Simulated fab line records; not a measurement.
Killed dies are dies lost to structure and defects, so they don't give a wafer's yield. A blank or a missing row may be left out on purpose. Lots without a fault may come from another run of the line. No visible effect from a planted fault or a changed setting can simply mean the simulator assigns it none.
Which tool was responsible? | flow n5_finfet | Sampling: 19 lots, 57 wafers, 6 of 1938 route steps

== WHAT THE GAUGES READ, wafer by wafer ==
Not one reading of a measure or inspect step in the record can be checked against a usual standard deviation.

== EACH LOT AND THE TOOL THAT RAN IT (in order: tool; ch and the chambers of the sampled wafers; start) ==
lot  | N5_BEOL_M6_ETCH_62                 | N5_BEOL_M6_VIA_ETCH_34             | N5_BEOL_M6_ETCH_41                            | N5_BEOL_M7_CURE_74            | N5_BEOL_M7_PECVD_70             | N5_BEOL_M7_ETCH_61
L075 | rie_diel-05 ch 0,1,3, day 9 18:02  | rie_diel-06 ch 1,2, day 9 20:10    | rie_diel-06 ch 1,2, day 9 23:14 or earlier    | uv_cure-01 ch 2, day 9 23:14  | pecvd-03 ch 0,1,2, day 9 23:47  | rie_diel-04 ch 2,3, day 10 02:28
L076 | rie_diel-06 ch 0,2, day 10 10:19   | rie_diel-03 ch 0,2,3, day 10 13:12 | rie_diel-03 ch 0,2,3, day 10 19:42 or earlier | uv_cure-02 ch 2, day 10 19:42 | pecvd-02 ch 0,2, day 10 20:10   | rie_diel-02 ch 0,1,2, day 10 20:55
L077 | rie_diel-05 ch 2,3, day 10 14:25   | rie_diel-06 ch 0,1, day 10 18:01   | rie_diel-06 ch 0,1, day 10 22:44 or earlier   | uv_cure-03 ch 2, day 10 22:44 | pecvd-01 ch 0,1,2, day 10 23:04 | rie_diel-02 ch 0,1,3, day 11 01:28
L079 | rie_diel-06 ch 0,1,3, day 10 19:42 | rie_diel-03 ch 0,3, day 11 00:37   | rie_diel-03 ch 0,3, day 11 04:20 or earlier   | uv_cure-01 ch 2, day 11 04:20 | pecvd-01 ch 1,2, day 11 04:44   | rie_diel-04 ch 0,3, day 11 05:20
L078 | rie_diel-05 ch 1,2, day 10 19:53   | rie_diel-05 ch 1,2,3, day 11 00:49 | rie_diel-05 ch 1,2,3, day 11 04:18 or earlier | uv_cure-03 ch 0, day 11 04:18 | pecvd-02 ch 0,2, day 11 04:51   | rie_diel-02 ch 0,2,3, day 11 07:20
L081 | rie_diel-03 ch 0,1,2, day 10 20:46 | rie_diel-06 ch 0,1,3, day 11 01:35 | rie_diel-06 ch 0,1,3, day 11 05:20 or earlier | uv_cure-03 ch 0, day 11 05:20 | pecvd-03 ch 0,2, day 11 05:49   | rie_diel-01 ch 2,3, day 11 07:52
L082 | rie_diel-03 ch 0,1, day 11 00:59   | rie_diel-06 ch 0,1,2, day 11 01:59 | rie_diel-06 ch 0,1,2, day 11 05:49 or earlier | uv_cure-03 ch 1, day 11 05:49 | pecvd-01 ch 0,1,2, day 11 06:17 | rie_diel-04 ch 0,3, day 11 08:10
L080 | rie_diel-03 ch 2,3, day 11 11:25   | rie_diel-06 ch 0,2,3, day 11 21:04 | rie_diel-06 ch 0,2,3, day 12 00:25 or earlier | uv_cure-02 ch 2, day 12 00:25 | pecvd-02 ch 1,2, day 12 00:49   | rie_diel-02 ch 2,3, day 12 03:11
L083 | rie_diel-05 ch 1,2,3, day 12 06:18 | rie_diel-03 ch 0,1,3, day 12 11:09 | rie_diel-03 ch 0,1,3, day 12 15:28 or earlier | uv_cure-03 ch 0, day 12 15:28 | pecvd-01 ch 0,2, day 12 16:01   | rie_diel-02 ch 0,1,3, day 12 18:55
L085 | rie_diel-06 ch 0,3, day 13 09:03   | rie_diel-05 ch 1,2,3, day 13 14:13 | rie_diel-05 ch 1,2,3, day 13 19:20 or earlier | uv_cure-03 ch 1, day 13 19:20 | pecvd-01 ch 0,1, day 13 19:53   | rie_diel-01 ch 0,1,3, day 13 20:50
L086 | rie_diel-03 ch 0,1, day 13 18:29   | rie_diel-03 ch 0,1, day 13 19:46   | rie_diel-03 ch 0,1, day 13 22:40 or earlier   | uv_cure-02 ch 2, day 13 22:40 | pecvd-02 ch 0,2, day 13 23:08   | rie_diel-02 ch 0,3, day 14 00:29
L087 | rie_diel-06 ch 0,1,2, day 13 19:05 | rie_diel-06 ch 0,1,2, day 13 20:23 | rie_diel-06 ch 0,1,2, day 14 00:19 or earlier | uv_cure-02 ch 1, day 14 00:19 | pecvd-03 ch 0,1, day 14 00:47   | rie_diel-02 ch 0,1,3, day 14 01:29
L088 | rie_diel-03 ch 1,2,3, day 14 14:53 | rie_diel-06 ch 0,1,3, day 14 15:58 | rie_diel-06 ch 0,1,3, day 14 20:44 or earlier | uv_cure-02 ch 2, day 14 20:44 | pecvd-01 ch 0,1,2, day 14 21:17 | rie_diel-02 ch 0,1,2, day 14 22:22
L090 | rie_diel-05 ch 0,1, day 15 08:41   | rie_diel-05 ch 0,3, day 15 10:33   | rie_diel-05 ch 0,3, day 15 16:02 or earlier   | uv_cure-03 ch 1, day 15 16:02 | pecvd-03 ch 0,2, day 15 16:30   | rie_diel-02 ch 0,1, day 15 17:44
L092 | rie_diel-05 ch 0,1, day 15 17:31   | rie_diel-05 ch 1,3, day 15 20:35   | rie_diel-05 ch 1,3, day 16 02:13 or earlier   | uv_cure-03 ch 0, day 16 02:13 | pecvd-02 ch 0,2, day 16 02:37   | rie_diel-02 ch 1,2, day 16 03:38
L093 | rie_diel-06 ch 0,2, day 15 21:37   | rie_diel-05 ch 0,1,3, day 16 02:35 | rie_diel-05 ch 0,1,3, day 16 07:46 or earlier | uv_cure-01 ch 1, day 16 07:46 | pecvd-01 ch 1,2, day 16 08:19   | rie_diel-04 ch 0,1,3, day 16 09:32
L091 | rie_diel-05 ch 1,3, day 15 23:32   | rie_diel-03 ch 0,2,3, day 16 02:53 | rie_diel-03 ch 0,2,3, day 16 08:24 or earlier | uv_cure-03 ch 1, day 16 08:24 | pecvd-02 ch 1,2, day 16 08:52   | rie_diel-04 ch 0,3, day 16 10:11
L097 | rie_diel-05 ch 1,3, day 16 13:05   | rie_diel-05 ch 1,2,3, day 16 14:26 | rie_diel-05 ch 1,2,3, day 16 19:46 or earlier | uv_cure-03 ch 1, day 16 19:46 | pecvd-01 ch 0, day 16 20:19     | rie_diel-04 ch 1,3, day 16 22:09
L096 | rie_diel-05 ch 1,2, day 16 19:26   | rie_diel-03 ch 0,2,3, day 16 20:52 | rie_diel-03 ch 0,2,3, day 17 00:23 or earlier | uv_cure-01 ch 1, day 17 00:23 | pecvd-01 ch 1,2, day 17 00:56   | rie_diel-02 ch 1,2,3, day 17 04:28
- N5_BEOL_M6_ETCH_62: etches SOC in N2/H2, target depth 110 nm, overetch 22 nm, time 165 s.
- N5_BEOL_M6_VIA_ETCH_34: etches SiCOH lowk in C4F6/O2, target depth 126.3 nm, time 50.9 s.
- N5_BEOL_M6_ETCH_41: etches SiCN in CH3F/O2, target depth 29.7 nm, time 52 s.
- N5_BEOL_M7_CURE_74: cures SiCOH lowk, time 240 s.
- N5_BEOL_M7_PECVD_70: deposits SiO2 from TEOS/O2, target thk 20 nm, time 22.7 s.
- N5_BEOL_M7_ETCH_61: etches SiARC in CF4, target depth 45.5 nm, time 75.8 s.

== AS READ BY THE TOOLS THEMSELVES (means over the sampled wafers that have a number; for cases with no such wafer, the mark the record gives instead) ==
N5_BEOL_M6_ETCH_62. Usual: chamber_pressure_mTorr 29.997 mTorr, standard deviation 0.025; drypump_motor_current_A 5.50 A, standard deviation 0.22; oes_product_au 0.66 a.u., standard deviation 0.06; rf_vpp_V 523.7 V, standard deviation 2.3; showerhead_plenum_p_Torr 2.53 Torr, standard deviation 0.081; throttle_valve_pct 17.83 %, standard deviation 0.22.
lot  | tool        | chamber_pressure_mTorr (mTorr) | drypump_motor_current_A (A) | oes_product_au (a.u.) | rf_vpp_V (V) | showerhead_plenum_p_Torr (Torr) | throttle_valve_pct (%) | flag
L075 | rie_diel-05 | 29.987                         | 5.43                        | 0.73                  | 525.5        | 2.61                            | 17.84                  |
L076 | rie_diel-06 | 30.002                         | 5.36                        | 0.61                  | 521.7        | 2.48                            | 17.77                  |
L077 | rie_diel-05 | 30.009                         | 5.71                        | 0.70                  | 525.5        | 2.56                            | 17.67                  |
L079 | rie_diel-06 | 30.013                         | 5.58                        | 0.64                  | 523.6        | 2.51                            | 17.84                  |
L078 | rie_diel-05 | 29.992                         | 5.65                        | 0.72                  | 523.9        | 2.57                            | 17.75                  |
L081 | rie_diel-03 | 29.989                         | 5.51                        | 0.65                  | 521.9        | 2.48                            | 17.70                  |
L082 | rie_diel-03 | 29.982                         | 5.46                        | 0.69                  | 525.9        | 2.56                            | 17.57                  |
L080 | rie_diel-03 | 30.032                         | 5.41                        | 0.67                  | 521.4        | 2.49                            | 17.95                  |
L083 | rie_diel-05 | 29.982                         | 5.68                        | 0.70                  | 524.6        | 2.56                            | 17.73                  |
L085 | rie_diel-06 | 30.003                         | 5.48                        | 0.62                  | 521.4        | 2.45                            | 18.05                  |
L086 | rie_diel-03 | 30.021                         | 5.42                        | 0.64                  | 524.2        | 2.54                            | 17.71                  |
L087 | rie_diel-06 | 30.020                         | 5.56                        | 0.61                  | 522.6        | 2.49                            | 17.77                  |
L088 | rie_diel-03 | 29.979                         | 5.45                        | 0.66                  | 522.7        | 2.48                            | 17.83                  |
L090 | rie_diel-05 | 29.992                         | 5.26                        | 0.64                  | 525.8        | 2.61                            | 18.07                  |
L092 | rie_diel-05 | 29.996                         | 5.43                        | 0.68                  | 524.8        | 2.59                            | 17.96                  |
L093 | rie_diel-06 | 29.987                         | 5.42                        | 0.59                  | 520.5        | 2.43                            | 17.95                  |
L091 | rie_diel-05 | 30.017                         | 5.58                        | 0.71                  | 524.4        | 2.58                            | 17.81                  |
L097 | rie_diel-05 | 30.003                         | 5.57                        | 0.70                  | 524.2        | 2.57                            | 17.84                  |
L096 | rie_diel-05 | 30.020                         | 5.67                        | 0.74                  | 523.9        | 2.55                            | 17.69                  |

N5_BEOL_M6_VIA_ETCH_34. Usual: value, then standard deviation, for each; chamber_pressure_mTorr 30.001 mTorr / 0.027; drypump_motor_current_A 5.47 A / 0.21; oes_ar_750_au 0.77 a.u. / 0.064; oes_product_au 0.77 a.u. / 0.069; rf_vpp_V 667 V / 4.9; showerhead_plenum_p_Torr 2.84 Torr / 0.082; throttle_valve_pct 20.90 % / 0.23.
lot  | tool        | chamber_pressure_mTorr (mTorr) | drypump_motor_current_A (A) | oes_ar_750_au (a.u.) | oes_product_au (a.u.) | rf_vpp_V (V) | showerhead_plenum_p_Torr (Torr) | throttle_valve_pct (%) | flag
L075 | rie_diel-06 | 29.986                         | 5.48                        | 0.74                 | 0.74                  | 670          | 2.85                            | 20.64                  |
L076 | rie_diel-03 | 29.979                         | 5.45                        | 0.76                 | 0.76                  | 664          | 2.78                            | 20.98                  |
L077 | rie_diel-06 | 30.030                         | 5.66                        | 0.75                 | 0.74                  | 666          | 2.77                            | 20.92                  |
L079 | rie_diel-03 | 30.008                         | 5.38                        | 0.76                 | 0.75                  | 666          | 2.84                            | 20.95                  |
L078 | rie_diel-05 | 30.018                         | 5.67                        | 0.83                 | 0.83                  | 672          | 2.87                            | 20.79                  |
L081 | rie_diel-06 | 30.005                         | 5.58                        | 0.76                 | 0.76                  | 668          | 2.81                            | 20.90                  |
L082 | rie_diel-06 | 29.976                         | 5.57                        | 0.73                 | 0.74                  | 669          | 2.80                            | 20.79                  |
L080 | rie_diel-06 | 29.990                         | 5.38                        | 0.73                 | 0.73                  | 669          | 2.79                            | 20.95                  |
L083 | rie_diel-03 | 29.999                         | 5.38                        | 0.79                 | 0.79                  | 669          | 2.86                            | 20.85                  |
L085 | rie_diel-05 | 29.999                         | 5.68                        | 0.80                 | 0.80                  | 670          | 2.86                            | 20.82                  |
L086 | rie_diel-03 | 29.995                         | 5.47                        | 0.79                 | 0.78                  | 671          | 2.86                            | 20.66                  |
L087 | rie_diel-06 | 30.021                         | 5.57                        | 0.71                 | 0.72                  | 669          | 2.80                            | 20.83                  |
L088 | rie_diel-06 | 30.014                         | 5.58                        | 0.73                 | 0.72                  | 667          | 2.80                            | 20.94                  |
L090 | rie_diel-05 | 29.991                         | 5.44                        | 0.79                 | 0.78                  | 665          | 2.89                            | 20.98                  |
L092 | rie_diel-05 | 29.993                         | 5.57                        | 0.82                 | 0.83                  | 669          | 2.87                            | 20.85                  |
L093 | rie_diel-05 | 29.988                         | 5.43                        | 0.79                 | 0.78                  | 665          | 2.89                            | 20.99                  |
L091 | rie_diel-03 | 29.988                         | 5.44                        | 0.72                 | 0.73                  | 662          | 2.76                            | 21.04                  |
L097 | rie_diel-05 | 30.001                         | 5.67                        | 0.87                 | 0.88                  | 671          | 2.85                            | 20.74                  |
L096 | rie_diel-03 | 29.977                         | 5.46                        | 0.72                 | 0.72                  | 663          | 2.76                            | 21.04                  |

N5_BEOL_M6_ETCH_41. Usual: chamber_pressure_mTorr 30.000 mTorr, standard deviation 0.03; drypump_motor_current_A 5.47 A, standard deviation 0.21; oes_product_au 0.77 a.u., standard deviation 0.069; rf_vpp_V 297.1 V, standard deviation 1.5; showerhead_plenum_p_Torr 1.99 Torr, standard deviation 0.061; throttle_valve_pct 16.33 %, standard deviation 0.24.
lot  | tool        | chamber_pressure_mTorr (mTorr) | drypump_motor_current_A (A) | oes_product_au (a.u.) | rf_vpp_V (V) | showerhead_plenum_p_Torr (Torr) | throttle_valve_pct (%) | flag
L075 | rie_diel-06 | 29.975                         | 5.47                        | 0.74                  | 297.3        | 2.00                            | 16.10                  |
L076 | rie_diel-03 | 30.001                         | 5.44                        | 0.76                  | 295.9        | 1.95                            | 16.41                  |
L077 | rie_diel-06 | 29.995                         | 5.66                        | 0.74                  | 295.9        | 1.94                            | 16.35                  |
L079 | rie_diel-03 | 30.014                         | 5.38                        | 0.75                  | 297.3        | 2.00                            | 16.41                  |
L078 | rie_diel-05 | 29.982                         | 5.69                        | 0.82                  | 298.3        | 2.02                            | 16.20                  |
L081 | rie_diel-06 | 30.003                         | 5.58                        | 0.75                  | 296.8        | 1.97                            | 16.33                  |
L082 | rie_diel-06 | 29.996                         | 5.55                        | 0.74                  | 296.6        | 1.97                            | 16.24                  |
L080 | rie_diel-06 | 29.999                         | 5.37                        | 0.73                  | 296.0        | 1.96                            | 16.42                  |
L083 | rie_diel-03 | 30.010                         | 5.39                        | 0.79                  | 297.6        | 2.01                            | 16.27                  |
L085 | rie_diel-05 | 30.010                         | 5.68                        | 0.81                  | 297.2        | 2.01                            | 16.24                  |
L086 | rie_diel-03 | 30.014                         | 5.45                        | 0.79                  | 297.3        | 2.01                            | 16.10                  |
L087 | rie_diel-06 | 29.996                         | 5.55                        | 0.72                  | 297.0        | 1.96                            | 16.27                  |
L088 | rie_diel-06 | 29.991                         | 5.58                        | 0.72                  | 296.2        | 1.97                            | 16.38                  |
L090 | rie_diel-05 | 29.985                         | 5.43                        | 0.79                  | 298.4        | 2.03                            | 16.40                  |
L092 | rie_diel-05 | 29.974                         | 5.60                        | 0.83                  | 298.6        | 2.02                            | 16.23                  |
L093 | rie_diel-05 | 30.005                         | 5.42                        | 0.78                  | 297.7        | 2.04                            | 16.40                  |
L091 | rie_diel-03 | 30.022                         | 5.45                        | 0.72                  | 295.5        | 1.94                            | 16.49                  |
L097 | rie_diel-05 | 29.977                         | 5.68                        | 0.88                  | 297.2        | 2.00                            | 16.13                  |
L096 | rie_diel-03 | 29.964                         | 5.45                        | 0.72                  | 296.1        | 1.93                            | 16.51                  |

N5_BEOL_M7_CURE_74. Usual: lamp_power_pct 52.31 %, standard deviation 0.052; wafer_temp_C_max 387.1, standard deviation 0.7.
lot  | tool       | lamp_power_pct (%) | wafer_temp_C_max | flag
L075 | uv_cure-01 | 52.29              | 386.4            |
L076 | uv_cure-02 | 52.34              | 386.7            |
L077 | uv_cure-03 | 52.27              | 388.0            |
L079 | uv_cure-01 | 52.37              | 386.7            |
L078 | uv_cure-03 | 52.31              | 387.6            |
L081 | uv_cure-03 | 52.31              | 387.7            |
L082 | uv_cure-03 | 52.33              | 387.1            |
L080 | uv_cure-02 | 52.37              | 387.1            |
L083 | uv_cure-03 | 52.28              | 388.0            |
L085 | uv_cure-03 | 52.28              | 386.4            |
L086 | uv_cure-02 | 52.30              | 387.3            |
L087 | uv_cure-02 | 52.31              | 387.3            |
L088 | uv_cure-02 | 52.31              | 387.1            |
L090 | uv_cure-03 | 52.31              | 386.5            |
L092 | uv_cure-03 | 52.32              | 388.4            |
L093 | uv_cure-01 | 52.30              | 387.8            |
L091 | uv_cure-03 | 52.33              | 386.8            |
L097 | uv_cure-03 | 52.28              | 386.7            |
L096 | uv_cure-01 | 52.31              | 388.2            |

N5_BEOL_M7_PECVD_70. Usual: heater_power_w 693 W, standard deviation 92; showerhead_plenum_p_Torr 8.78 Torr, standard deviation 0.049; throttle_valve_pct 22.3 %, standard deviation 1.5.
lot  | tool     | heater_power_w (W) | showerhead_plenum_p_Torr (Torr) | throttle_valve_pct (%) | flag
L075 | pecvd-03 | 801                | 8.77                            | 22.8                   |
L076 | pecvd-02 | 670                | 8.81                            | 21.9                   |
L077 | pecvd-01 | 690                | 8.77                            | 21.6                   |
L079 | pecvd-01 | 724                | 8.80                            | 22.0                   |
L078 | pecvd-02 | 712                | 8.82                            | 21.9                   |
L081 | pecvd-03 | 722                | 8.78                            | 23.5                   |
L082 | pecvd-01 | 674                | 8.76                            | 21.6                   |
L080 | pecvd-02 | 647                | 8.81                            | 22.8                   |
L083 | pecvd-01 | 694                | 8.79                            | 20.9                   |
L085 | pecvd-01 | 598                | 8.72                            | 22.1                   |
L086 | pecvd-02 | 662                | 8.82                            | 22.1                   |
L087 | pecvd-03 | 887                | 8.78                            | 23.1                   |
L088 | pecvd-01 | 702                | 8.76                            | 21.7                   |
L090 | pecvd-03 | 716                | 8.77                            | 23.4                   |
L092 | pecvd-02 | 660                | 8.83                            | 22.0                   |
L093 | pecvd-01 | 715                | 8.80                            | 22.2                   |
L091 | pecvd-02 | 738                | 8.82                            | 22.0                   |
L097 | pecvd-01 | 651                | 8.70                            | 21.6                   |
L096 | pecvd-01 | 778                | 8.82                            | 21.4                   |

N5_BEOL_M7_ETCH_61. Usual: value, then standard deviation, for each; chamber_pressure_mTorr 40.00 mTorr / 0.035; drypump_motor_current_A 5.4 A / 0.44; etch_rf_on_time_s 75.8 s / 1; oes_product_au 0.66 a.u. / 0.071; rf_vpp_V 184.8 V / 1; showerhead_plenum_p_Torr 2.20 Torr / 0.047; throttle_valve_pct 15.62 % / 0.2.
lot  | tool        | chamber_pressure_mTorr (mTorr) | drypump_motor_current_A (A) | etch_rf_on_time_s (s) | oes_product_au (a.u.) | rf_vpp_V (V) | showerhead_plenum_p_Torr (Torr) | throttle_valve_pct (%) | flag
L075 | rie_diel-04 | 39.96                          | 5.5                         | 76.7                  | 0.62                  | 184.8        | 2.13                            | 15.67                  |
L076 | rie_diel-02 | 39.99                          | 5.0                         | 75.8                  | 0.64                  | 185.6        | 2.23                            | 15.74                  |
L077 | rie_diel-02 | 39.99                          | 5.2                         | 76.5                  | 0.63                  | 185.5        | 2.22                            | 15.55                  |
L079 | rie_diel-04 | 40.00                          | 5.8                         | 75.7                  | 0.70                  | 184.7        | 2.15                            | 15.52                  |
L078 | rie_diel-02 | 40.02                          | 5.1                         | 75.9                  | 0.66                  | 186.2        | 2.23                            | 15.72                  |
L081 | rie_diel-01 | 40.02                          | 4.8                         | 76.3                  | 0.62                  | 184.4        | 2.19                            | 15.62                  |
L082 | rie_diel-04 | 40.01                          | 5.9                         | 76.1                  | 0.75                  | 184.7        | 2.17                            | 15.50                  |
L080 | rie_diel-02 | 39.98                          | 5.3                         | 74.8                  | 0.69                  | 185.4        | 2.24                            | 15.60                  |
L083 | rie_diel-02 | 39.99                          | 5.2                         | 76.0                  | 0.62                  | 185.0        | 2.22                            | 15.56                  |
L085 | rie_diel-01 | 39.97                          | 5.3                         | 75.6                  | 0.68                  | 184.1        | 2.21                            | 15.53                  |
L086 | rie_diel-02 | 40.00                          | 5.3                         | 76.2                  | 0.64                  | 184.7        | 2.22                            | 15.57                  |
L087 | rie_diel-02 | 40.01                          | 5.2                         | 76.3                  | 0.61                  | 185.5        | 2.22                            | 15.58                  |
L088 | rie_diel-02 | 40.02                          | 4.9                         | 75.9                  | 0.62                  | 185.0        | 2.22                            | 15.78                  |
L090 | rie_diel-02 | 39.98                          | 5.0                         | 76.9                  | 0.59                  | 184.6        | 2.20                            | 15.63                  |
L092 | rie_diel-02 | 40.00                          | 4.9                         | 74.9                  | 0.66                  | 184.8        | 2.23                            | 15.85                  |
L093 | rie_diel-04 | 39.97                          | 5.9                         | 75.8                  | 0.71                  | 184.6        | 2.19                            | 15.50                  |
L091 | rie_diel-04 | 39.97                          | 6.0                         | 76.5                  | 0.70                  | 183.8        | 2.16                            | 15.56                  |
L097 | rie_diel-04 | 40.00                          | 5.9                         | 75.6                  | 0.71                  | 185.4        | 2.22                            | 15.45                  |
L096 | rie_diel-02 | 40.03                          | 5.1                         | 75.2                  | 0.65                  | 185.2        | 2.22                            | 15.68                  |

== THE ANSWER, worked out from the rows above alone ==
Rule: a lot counts as off when the mean over its wafers that have a number is more than 3 standard deviations away from the usual mean. Also off: a lot with no number at a reading for which 4 or more lots have one. All remaining lots with rows at the step are treated as sound. First the gauges in route order, then the tools' own readings, where a lot's mean is used as printed above. At the first step where some lot is off, the reading lying furthest off is the one used; lots without a number count as furthest.
Across all readings shown, no lot is off: no conclusion can be drawn from this.

== WHAT THE SIMULATOR PUT IN ==
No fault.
